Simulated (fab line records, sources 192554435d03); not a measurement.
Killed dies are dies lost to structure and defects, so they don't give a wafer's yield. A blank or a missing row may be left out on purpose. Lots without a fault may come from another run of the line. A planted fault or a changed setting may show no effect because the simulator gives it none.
fab line records | flow n5_finfet | part 1 of 2: steps 1 to 15 of 26
record lots=5 wafers=15 last_day=15
route steps=1938 shown MOL_CONTACT_COAG@529
lots that met no fault: from a run of the same line without faults
start_h: hours from the record's first day to the start of the lot's first wafer shown | wait_h: hours since the lot's step before | " the same as in the row above | L1.1+2: a row that stands for several wafers | - no value, or no start given | * or withheld: withheld | < > ~ a bound
route shown NAME@n: a module of which the file shows steps, and the number in the route of the first | usual: mean/standard deviation of fault-free wafers | same: alike in all rows | chamber/n: place in a boat | sites: the reading at each site | _std_site: their standard deviation | _edge_site: outer sites' mean less inner sites' | radius_mm: how far each site lies from the wafer's centre | mask NAME#n: copy n | behind: the tool/chamber that last shaped the wafer | hold: why the lot was held/for how many hours/how that ended | device: the transistor (n, p or np) that didn't switch | end of line: the same wafers' tests at the end of the route | a step without rows: its recipe alone | killed: dies lost to structure and defects at the first sort, not the wafer's yield | map: a wafer's dies, x killed, . not, _ none there
set.NAME: the setting as run; set.NAME@STEP: as run at that earlier step | model.NAME: the simulator's own value behind a step, which no gauge read
lots at some steps of the route; a table a step, a row a wafer
services: from which hour (start_h, from the record's first day; less than 0 if before it) a tool's chamber was out of use, for how many hours, and why
## steps
# step N5_MOL_CONTACT_COAG_DESCUM_13
# recipe chemistry=O2 time_s=7 source_power_w=50 bias_power_w=20 pressure_mtorr=20 rf_frequency_hz=2.712e+07 temp_c=40 resist=CAR-EUV o2_flow_sccm=225
# usual drypump_motor_current_A=5.5/0.37 o2_flow_sccm=225.0/0.66 oes_product_au=0.80/0.083 rf_vpp_V=243.6/1.1 showerhead_plenum_p_Torr=2.13/0.053 throttle_valve_pct=20.44/0.19
# columns lot.wafer tool chamber start_h wait_h drypump_motor_current_A o2_flow_sccm oes_product_au rf_hours_counter_h rf_vpp_V showerhead_plenum_p_Torr throttle_valve_pct
L076.1 rie_diel-02 3 97.95 0.1 5.1 225.1 0.76 145 245.5 2.18 20.28
L076.4 " 2 " " 5.5 225.2 0.75 150 243.5 2.10 20.37
L076.6 " 0 " " 5.7 223.9 0.71 - 244.2 2.17 20.84
L077.1 rie_diel-02 2 108.40 0.0 5.5 225.2 0.75 152 242.3 2.10 20.35
L077.2 " 3 " " 5.0 224.3 0.75 147 244.0 2.17 20.26
L077.3 " 0 " " 5.7 225.0 0.71 200 243.3 2.17 20.85
L083.1 rie_diel-04 0 141.20 0.0 5.7 224.4 0.73 208 243.0 2.08 20.59
L083.4 " 1 " " 5.4 226.0 0.91 20 243.2 2.05 20.35
L083.5 " 1 " " 5.4 225.3 0.92 - 242.8 2.05 20.35
L084.1 rie_diel-04 0 149.42 0.2 5.7 225.2 0.72 210 241.7 2.08 20.61
L084.5 " 2 " " 5.5 224.5 0.87 - 242.7 2.13 20.43
L084.6 " 1 " " 5.4 225.4 0.92 - 243.0 2.05 20.34
L086.1 rie_diel-02 0 168.61 0.1 5.7 225.6 0.70 218 245.2 2.16 20.86
L086.2 " 1 " " 4.6 225.6 0.83 91 242.7 2.11 20.64
L086.3 " 3 " " 5.1 226.0 0.74 170 243.7 2.17 20.30
# step N5_MOL_CONTACT_COAG_ETCH_59
# recipe chemistry=N2/H2 target=underlayer target_depth_a=130 mask_material=CAR-EUV time_s=10.4 ion_energy_ev=200 pressure_mtorr=30 source_w=840 bias_w=150 n2_flow_sccm=200 h2_flow_sccm=200 ends=cleared
# usual bias_w=150.0/0.5 drypump_motor_current_A=5.5/0.37 etch_rf_on_time_s=10.33/0.15 oes_product_au=0.69/0.069 rf_vpp_V=525.0/2 showerhead_plenum_p_Torr=2.58/0.066 throttle_valve_pct=17.85/0.21
# columns lot.wafer tool chamber start_h wait_h bias_w drypump_motor_current_A etch_rf_on_time_s oes_product_au rf_hours_counter_h rf_vpp_V showerhead_plenum_p_Torr throttle_valve_pct
L076.1 rie_diel-02 3 97.98 0.0 150.3 5.1 10.69 0.64 145 526.6 2.65 17.70
L076.4 " 2 " " 149.5 5.5 10.55 0.64 150 523.0 2.54 17.68
L076.6 " 0 " " 149.5 5.7 10.41 0.61 - 526.8 2.64 18.32
L077.1 rie_diel-02 2 108.43 0.0 149.9 5.5 10.42 0.64 152 524.1 2.54 17.69
L077.2 " 3 " " 149.8 5.1 10.34 0.65 147 527.1 2.65 17.72
L077.3 " 0 " " 150.6 5.6 10.16 0.61 200 526.1 2.64 18.33
L083.1 rie_diel-04 0 141.23 0.0 150.5 5.8 10.63 0.61 208 523.0 2.51 17.90
L083.4 " 1 " " 150.5 5.4 10.39 0.78 20 520.4 2.50 17.80
L083.5 " 1 " " 150.7 5.4 10.36 0.78 - 520.4 2.50 17.82
L084.1 rie_diel-04 0 149.45 0.0 150.2 5.8 10.49 0.61 210 523.4 2.51 17.88
L084.5 " 2 " " 150.0 5.5 10.20 0.75 - 526.4 2.59 17.86
L084.6 " 1 " " 150.7 5.4 10.22 0.77 - 522.5 2.50 17.84
L086.1 rie_diel-02 0 168.64 0.0 150.2 5.7 10.25 0.59 218 525.9 2.63 18.38
L086.2 " 1 " " 150.6 4.7 10.38 0.70 91 524.6 2.57 18.01
L086.3 " 3 " " 150.2 5.1 10.42 0.64 170 526.3 2.64 17.75
# step N5_MOL_CONTACT_COAG_ETCH_105
# recipe chemistry=CF4 target=SiARC target_depth_a=156 mask_material=CAR-EUV time_s=26 ion_energy_ev=80 pressure_mtorr=40 source_w=545 bias_w=36 Ar_flow_sccm=100 cf4_flow_sccm=100 ends=cleared
# usual bias_w=36.00/0.11 drypump_motor_current_A=5.5/0.37 etch_rf_on_time_s=25.8/0.36 oes_product_au=0.69/0.07 rf_vpp_V=184.4/0.98 showerhead_plenum_p_Torr=2.17/0.052 throttle_valve_pct=15.61/0.2
# columns lot.wafer tool chamber start_h wait_h bias_w drypump_motor_current_A etch_rf_on_time_s oes_product_au rf_hours_counter_h rf_vpp_V showerhead_plenum_p_Torr throttle_valve_pct
L076.1 rie_diel-02 3 98.00 0.0 35.85 5.1 26.2 0.65 145 185.1 2.23 15.55
L076.4 " 2 " " 36.00 5.5 26.2 0.64 150 183.6 2.14 15.49
L076.6 " 0 " " 36.04 5.7 25.4 0.61 - 184.0 2.21 15.99
L077.1 rie_diel-02 2 108.45 0.0 36.09 5.5 26.3 0.64 152 182.8 2.14 15.51
L077.2 " 3 " " 36.13 5.1 26.5 0.65 147 183.6 2.23 15.54
L077.3 " 0 " " 35.97 5.7 25.7 0.61 200 184.8 2.21 16.00
L083.1 rie_diel-04 0 141.25 0.0 35.95 5.7 26.1 0.61 208 184.6 2.12 15.78
L083.4 " 1 " " 35.87 5.4 25.4 0.79 20 182.9 2.11 15.48
L083.5 " 1 " " 36.02 5.4 25.1 0.79 - 183.7 2.10 15.46
L084.1 rie_diel-04 0 149.47 0.0 35.77 5.7 26.0 0.61 210 185.1 2.12 15.79
L084.5 " 2 " " 36.09 5.4 25.3 0.74 - 185.9 2.17 15.55
L084.6 " 1 " " 36.05 5.4 25.3 0.79 - 183.5 2.10 15.48
L086.1 rie_diel-02 0 168.66 0.0 35.80 5.7 25.7 0.60 218 185.5 2.20 16.04
L086.2 " 1 " " 36.01 4.7 26.1 0.70 91 183.1 2.16 15.79
L086.3 " 3 " " 36.14 5.1 26.5 0.64 170 185.6 2.22 15.58
# step N5_MOL_CONTACT_COAG_ETCH_106
# recipe chemistry=N2/H2 target=SOC target_depth_a=800 overetch_a=160 mask_material=SiARC temp_c=40 time_s=120 ion_energy_ev=200 pressure_mtorr=30 source_w=840 bias_w=150 n2_flow_sccm=200 h2_flow_sccm=200
# usual bias_w=150.0/0.49 drypump_motor_current_A=5.5/0.37 oes_product_au=0.72/0.07 rf_vpp_V=525.1/1.9 showerhead_plenum_p_Torr=2.58/0.066 throttle_valve_pct=17.82/0.21
# columns lot.wafer tool chamber start_h wait_h bias_w drypump_motor_current_A oes_product_au rf_hours_counter_h rf_vpp_V showerhead_plenum_p_Torr throttle_valve_pct
L076.1 rie_diel-02 3 98.03 0.0 149.5 5.1 0.68 145 526.8 2.65 17.69
L076.4 " 2 " " 149.7 5.5 0.67 150 524.1 2.54 17.65
L076.6 " 0 " " 151.1 5.7 0.64 - 527.2 2.64 18.31
L077.1 rie_diel-02 2 108.48 0.0 149.2 5.5 0.67 152 525.2 2.53 17.65
L077.2 " 3 " " 150.5 5.1 0.68 147 527.3 2.65 17.70
L077.3 " 0 " " 149.7 5.7 0.63 200 525.5 2.64 18.31
L083.1 rie_diel-04 0 141.28 0.0 150.1 5.7 0.65 208 522.8 2.51 17.86
L083.4 " 1 " " 150.3 5.4 0.82 20 523.1 2.50 17.80
L083.5 " 1 " " 149.9 5.4 0.82 - 523.3 2.50 17.78
L084.1 rie_diel-04 0 149.50 0.0 149.8 5.7 0.64 210 524.1 2.51 17.87
L084.5 " 2 " " 149.3 5.4 0.77 - 525.4 2.59 17.83
L084.6 " 1 " " 150.5 5.4 0.80 - 522.8 2.50 17.79
L086.1 rie_diel-02 0 168.69 0.0 150.4 5.7 0.62 218 527.1 2.63 18.34
L086.2 " 1 " " 149.7 4.7 0.74 91 523.3 2.57 17.99
L086.3 " 3 " " 149.7 5.1 0.67 170 527.8 2.64 17.75
# step N5_MOL_CONTACT_COAG_STRIP_107
# recipe chemistry=N2/H2 temp_c=40 n2_flow_sccm=200 h2_flow_sccm=200 rf_frequency_hz=6e+07
# columns lot.wafer tool chamber start_h wait_h
L076.1+4+6 rie_diel-02 3,2,0 98.11 0.0
L077.1+2+3 rie_diel-02 2,3,0 108.56 0.0
L083.1+4+5 rie_diel-04 0,1,1 141.36 0.0
L084.1+5+6 rie_diel-04 0,2,1 149.58 0.0
L086.1+2+3 rie_diel-02 0,1,3 168.77 0.0
# step N5_MOL_CONTACT_COAG_STRIP_108
# recipe chemistry=N2/H2 temp_c=40 n2_flow_sccm=200 h2_flow_sccm=200 rf_frequency_hz=6e+07
# columns lot.wafer tool chamber start_h wait_h
L076.1+4+6 rie_diel-02 3,2,0 98.12 0.0
L077.1+2+3 rie_diel-02 2,3,0 108.57 0.0
L083.1+4+5 rie_diel-04 0,1,1 141.37 0.0
L084.1+5+6 rie_diel-04 0,2,1 149.59 0.0
L086.1+2+3 rie_diel-02 0,1,3 168.78 0.0
# step N5_MOL_CONTACT_COAG_CONTACT_ETCH_14
# recipe chemistry=C4F6/O2 target=SiO2 target_depth_a=275 overetch_a=85 mask_material=SOC pressure_mtorr=30 source_w=370 bias_w=185 Ar_flow_sccm=300 C4F6_flow_sccm=16 O2_flow_sccm=10 time_s=20 ion_energy_ev=259.6
# usual bias_w=185.0/0.51 drypump_motor_current_A=5.5/0.36 oes_o_777_au=0.80/0.078 oes_product_au=0.68/0.067 rf_vpp_V=694.2/2.4 showerhead_plenum_p_Torr=2.92/0.072 throttle_valve_pct=21.27/0.17
# columns lot.wafer tool chamber start_h wait_h bias_w drypump_motor_current_A oes_o_777_au oes_product_au rf_hours_counter_h rf_vpp_V showerhead_plenum_p_Torr throttle_valve_pct
L076.1 rie_diel-02 3 98.13 0.0 185.1 5.1 0.76 0.65 145 696.6 3.00 21.18
L076.4 " 2 " " 185.9 5.5 0.75 0.64 150 692.8 2.88 21.14
L076.6 " 0 " " 184.6 5.7 0.73 0.61 - 695.5 2.96 21.59
L077.1 rie_diel-02 2 108.58 0.0 185.0 5.5 0.75 0.64 152 694.0 2.88 21.13
L077.2 " 3 " " 185.5 5.1 0.77 0.66 147 695.7 3.00 21.21
L077.3 " 0 " " 183.6 5.7 0.73 0.61 200 695.5 2.96 21.59
L083.1 rie_diel-04 0 141.38 0.0 186.2 5.7 0.72 0.61 208 690.4 2.84 21.36
L083.4 " 1 " " 184.6 5.4 0.90 0.78 20 691.3 2.82 21.17
L083.5 " 1 " " 184.8 5.4 0.91 0.77 - 691.3 2.82 21.16
L084.1 rie_diel-04 0 149.60 0.0 185.8 5.8 0.73 0.61 210 691.7 2.84 21.34
L084.5 " 2 " " 185.6 5.4 0.88 0.74 - 694.9 2.93 21.28
L084.6 " 1 " " 185.3 5.4 0.90 0.77 - 691.2 2.82 21.19
L086.1 rie_diel-02 0 168.79 0.0 185.1 5.7 0.71 0.60 218 695.4 2.95 21.62
L086.2 " 1 " " 185.8 4.7 0.81 0.71 91 695.0 2.91 21.52
L086.3 " 3 " " 184.7 5.1 0.74 0.63 170 693.9 2.99 21.23
# step N5_MOL_CONTACT_COAG_STRIP_109
# recipe chemistry=C4F6/O2 resist=SiARC rf_frequency_hz=6e+07
# columns lot.wafer tool chamber start_h wait_h
L076.1+4+6 rie_diel-02 3,2,0 98.15 0.0
L077.1+2+3 rie_diel-02 2,3,0 108.61 0.0
L083.1+4+5 rie_diel-04 0,1,1 141.41 0.0
L084.1+5+6 rie_diel-04 0,2,1 149.63 0.0
L086.1+2+3 rie_diel-02 0,1,3 168.82 0.0
# step N5_MOL_CONTACT_COAG_ETCH_15
# recipe chemistry=CH3F/O2 target=SiNx target_depth_a=70 mask_material=SOC stop_on=Si:P over_etch_frac=0.75 ion_energy_ev=120 pressure_mtorr=30 source_w=395 bias_w=73 Ar_flow_sccm=150 CH3F_flow_sccm=30 O2_flow_sccm=20
# usual bias_w=73.01/0.21 drypump_motor_current_A=5.5/0.37 oes_o_777_au=0.80/0.08 oes_product_au=0.59/0.057 rf_vpp_V=298/4.2 showerhead_plenum_p_Torr=2.03/0.052 throttle_valve_pct=16.34/0.19
# columns lot.wafer tool chamber start_h wait_h bias_w drypump_motor_current_A oes_o_777_au oes_product_au rf_hours_counter_h rf_vpp_V showerhead_plenum_p_Torr throttle_valve_pct
L076.1 rie_diel-02 3 98.16 0.0 73.00 5.1 0.77 0.57 145 298 2.09 16.29
L076.4 " 2 " " 72.93 5.5 0.74 0.56 150 303 2.00 16.24
L076.6 " 0 " " 72.75 5.6 0.72 0.52 - 297 2.06 16.69
L077.1 rie_diel-02 2 108.62 0.0 73.09 5.5 0.75 0.55 152 303 2.00 16.24
L077.2 " 3 " " 73.17 5.1 0.76 0.56 147 299 2.09 16.28
L077.3 " 0 " " 73.23 5.7 0.72 0.52 200 298 2.06 16.69
L083.1 rie_diel-04 0 141.42 0.0 73.69 5.7 0.71 0.53 208 296 1.98 16.49
L083.4 " 1 " " 72.98 5.4 0.91 0.67 20 292 1.96 16.17
L083.5 " 1 " " 72.97 5.4 0.91 0.66 - 292 1.96 16.16
L084.1 rie_diel-04 0 149.64 0.0 72.89 5.7 0.72 0.53 210 296 1.98 16.47
L084.5 " 2 " " 72.94 5.4 0.88 0.64 - 292 2.03 16.30
L084.6 " 1 " " 72.87 5.4 0.91 0.66 - 293 1.96 16.16
L086.1 rie_diel-02 0 168.83 0.0 72.67 5.7 0.71 0.51 218 299 2.05 16.72
L086.2 " 1 " " 73.00 4.7 0.83 0.61 91 299 2.02 16.54
L086.3 " 3 " " 72.83 5.1 0.75 0.55 170 298 2.08 16.31
# step N5_MOL_CONTACT_COAG_ETCH_110
# recipe chemistry=CF4/O2 target=Si target_depth_a=25 time_s=8 pressure_mtorr=100 source_w=200 bias_w=12 ion_energy_ev=60 Ar_flow_sccm=100 cf4_flow_sccm=100 O2_flow_sccm=10
# usual bias_w=12.00/0.035 drypump_motor_current_A=5.5/0.37 oes_o_777_au=0.80/0.08 oes_product_au=0.80/0.084 rf_vpp_V=127.6/2 showerhead_plenum_p_Torr=2.26/0.053 throttle_valve_pct=10.74/0.24
# columns lot.wafer tool chamber start_h wait_h bias_w drypump_motor_current_A oes_o_777_au oes_product_au rf_hours_counter_h rf_vpp_V showerhead_plenum_p_Torr throttle_valve_pct
L076.1 rie_diel-02 3 98.22 0.0 12.00 5.1 0.76 0.77 145 129.0 2.31 10.73
L076.4 " 2 " " 11.99 5.5 0.75 0.75 150 129.0 2.22 10.69
L076.6 " 0 " " 12.06 5.7 0.73 0.72 - 127.3 2.29 11.15
L077.1 rie_diel-02 2 108.68 0.0 12.05 5.5 0.75 0.75 152 130.4 2.22 10.68
L077.2 " 3 " " 11.94 5.1 0.76 0.76 147 127.9 2.31 10.73
L077.3 " 0 " " 12.03 5.7 0.72 0.72 200 127.3 2.29 11.18
L083.1 rie_diel-04 0 141.48 0.0 11.98 5.7 0.71 0.72 208 127.2 2.20 11.01
L083.4 " 1 " " 11.99 5.4 0.91 0.93 20 124.4 2.19 10.49
L083.5 " 1 " " 11.94 5.4 0.91 0.93 - 124.2 2.19 10.50
L084.1 rie_diel-04 0 149.70 0.0 12.01 5.7 0.72 0.71 210 127.0 2.20 11.02
L084.5 " 2 " " 12.05 5.4 0.88 0.88 - 124.9 2.26 10.61
L084.6 " 1 " " 12.03 5.4 0.91 0.93 - 126.3 2.19 10.49
L086.1 rie_diel-02 0 168.89 0.0 12.04 5.7 0.70 0.71 218 128.0 2.28 11.22
L086.2 " 1 " " 12.06 4.7 0.82 0.82 91 129.6 2.24 10.84
L086.3 " 3 " " 12.02 5.0 0.75 0.74 170 128.5 2.30 10.81
# step N5_MOL_CONTACT_COAG_STRIP_98
# recipe chemistry=N2/H2 power_w=500 temp_c=40 pressure_mtorr=50 rf_frequency_hz=6e+07 overash_fraction=0.3 bias_power_w=8 h2_frac=0.5 n2_flow_sccm=300 h2_flow_sccm=300
# usual drypump_motor_current_A=5.5/0.37 oes_product_au=0.80/0.083 rf_vpp_V=54.5/1.5 showerhead_plenum_p_Torr=3.41/0.083 throttle_valve_pct=18.87/0.29
# columns lot.wafer tool chamber start_h wait_h drypump_motor_current_A oes_product_au rf_hours_counter_h rf_vpp_V showerhead_plenum_p_Torr throttle_valve_pct
L076.1 rie_diel-02 3 98.27 0.0 5.1 0.74 145 53.3 3.50 18.61
L076.4 " 2 " " 5.5 0.75 150 52.9 3.35 18.61
L076.6 " 0 " " 5.7 0.71 - 55.4 3.48 19.49
L077.1 rie_diel-02 2 108.72 0.0 5.5 0.75 152 55.3 3.35 18.62
L077.2 " 3 " " 5.1 0.76 147 54.6 3.49 18.62
L077.3 " 0 " " 5.6 0.70 200 54.2 3.48 19.48
L083.1 rie_diel-04 0 141.52 0.0 5.8 0.73 208 55.1 3.32 18.66
L083.4 " 1 " " 5.4 0.93 20 53.9 3.30 19.06
L083.5 " 1 " " 5.4 0.92 - 54.4 3.30 19.08
L084.1 rie_diel-04 0 149.74 0.0 5.7 0.71 210 51.7 3.32 18.64
L084.5 " 2 " " 5.4 0.87 - 53.3 3.41 18.99
L084.6 " 1 " " 5.4 0.94 - 52.4 3.30 19.07
L086.1 rie_diel-02 0 168.94 0.0 5.6 0.69 218 54.3 3.47 19.56
L086.2 " 1 " " 4.7 0.84 91 54.8 3.39 18.99
L086.3 " 3 " " 5.1 0.75 170 54.8 3.48 18.65
# step N5_MOL_CONTACT_COAG_CD_MEAS_99
# recipe target_cd_nm=17.2 polarity=opening
# usual cd_nm=17.2/0.31
# columns lot.wafer tool chamber start_h wait_h cd_nm
L076.1 cd_sem-02 - 98.34 - 17.0
L076.4 " - " " 17.3
L076.6 " - " " 17.5
L077.1 cd_sem-01 - 108.79 - 17.2
L077.2 " - " " 17.5
L077.3 " - " " 17.1
L083.1 cd_sem-03 - 141.59 - 16.8
L083.4 " - " " 17.1
L083.5 " - " " 17.0
L084.1 cd_sem-03 - 149.81 - 17.1
L084.5 " - " " 17.3
L084.6 " - " " 17.0
L086.1 cd_sem-03 - 169.01 - 17.9
L086.2 " - " " 17.3
L086.3 " - " " 16.9
# step N5_MOL_CONTACT_COAG_IMPLANT_129
# recipe species=Ge energy_kev=3 dose_cm2=6e+14 tilt_deg=0 rotation_deg=0
# columns lot.wafer tool chamber start_h wait_h
L076.1+4+6 implanter-02 0 98.38 0.0
L077.1+2+3 implanter-01 0 108.83 0.0
L083.1+4+5 implanter-02 0 141.63 0.0
L084.1+5+6 implanter-01 0 149.85 0.0
L086.1+2+3 implanter-02 0 169.04 0.0
# step N5_MOL_CONTACT_COAG_PRECLEAN_111
# recipe chemistry=NF3:NH3 afs_cycles=1 temp_c=30 time_s=20 sublimation_temp_c=180 sublimation_time_s=60 pressure_torr=3 rf_power_w=30
# same afs_cycles=1
# columns lot.wafer tool chamber start_h wait_h
L076.1+4+6 remote_plasma-02 1 98.90 0.5
L077.1+2+3 remote_plasma-01 0 109.43 0.6
L083.1+4+5 remote_plasma-01 1 142.71 1.1
L084.1+5+6 remote_plasma-02 0 151.06 1.2
L086.1+2+3 remote_plasma-01 1 170.77 1.7
# step N5_MOL_CONTACT_COAG_TI_SIL_19
# recipe material=Ti target_thk_a=42 temp_c=200 chamber_pressure_pa=5 power_w=5000 time_s=15
# usual throttle_valve_pct=30.4/1.2
# columns lot.wafer tool chamber start_h wait_h throttle_valve_pct
L076.1 pvd_sputter-01 - 99.15 0.2 30.3
L076.4 " - " " 28.2
L076.6 " - " " 28.4
L077.1 pvd_sputter-02 - 109.71 0.2 31.3
L077.2 " - " " 29.5
L077.3 " - " " 31.8
L083.1 pvd_sputter-02 - 142.98 0.2 29.5
L083.4 " - " " 31.3
L083.5 " - " " 30.3
L084.1 pvd_sputter-03 - 151.36 0.3 32.6
L084.5 " - " " 30.2
L084.6 " - " " 29.6
L086.1 pvd_sputter-03 - 171.00 0.2 29.8
L086.2 " - " " 29.7
L086.3 " - " " 29.1
